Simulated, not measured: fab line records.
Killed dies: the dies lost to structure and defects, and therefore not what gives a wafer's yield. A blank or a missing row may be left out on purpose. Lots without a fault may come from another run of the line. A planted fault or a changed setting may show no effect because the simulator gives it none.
Matching of chambers | flow nand harc | rie diel-11 running NHARC_P_M2_DESCUM_14: 4 sister chambers
The step chemistry O2, time 3 s. 4 wafers are shown with their chamber, then 11 later ones without.

## WAFERS, EACH WITH ITS CHAMBER
wafer  | chamber | rf vpp V (V)
L083.2 | 1       | 58.7
L089.1 | 3       | 58.8
L089.2 | 2       | 56.5
L094.3 | 0       | 57.3

## WAFERS WHOSE CHAMBER IS MISSING
wafer  | rf vpp V (V)
L094.4 | 58.6
L094.5 | 57.8
L093.2 | 57.9
L093.3 | 57.6
L093.5 | 57.5
L095.1 | 58.4
L095.2 | 56.9
L095.4 | 57.5
L096.3 | 59.4
L096.5 | 57.9
L096.6 | 59.1

## WHICH CHAMBER EACH WENT THROUGH
wafer  | from the rows above               | in truth
L094.4 | can't be placed: 1 or 3           | 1
L094.5 | can't be placed: 0 or 1 or 3 or 2 | 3
L093.2 | can't be placed: 0 or 1 or 3 or 2 | 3
L093.3 | can't be placed: 0 or 1 or 2      | 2
L093.5 | can't be placed: 0 or 2           | 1
L095.1 | can't be placed: 1 or 3 or 0      | 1
L095.2 | can't be placed: 0 or 2           | 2
L095.4 | can't be placed: 0 or 2           | 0
L096.3 | can't be placed: 3 or 1           | 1
L096.5 | can't be placed: 0 or 1 or 3 or 2 | 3
L096.6 | can't be placed: 3 or 1           | 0
Placed correctly: 0 of 11. From these rows, 11 cannot be placed; in 9 the true chamber is one of the candidates. 0 placed wrongly.
How it was worked out, from the rows above alone: a wafer's distance from a chamber is the root of the sum, over the readings, of the square of ((its reading less the chamber's mean) divided by the reading's scatter). If the next closest chamber is less than 2 further off than the closest, the wafer can't be placed; otherwise it belongs to the closest. For every chamber, the mean is computed from those of its wafers that are shown. The scatter: with one shown wafer a chamber, the root of the mean of the squares of how far each hidden wafer lies from its nearest shown one.
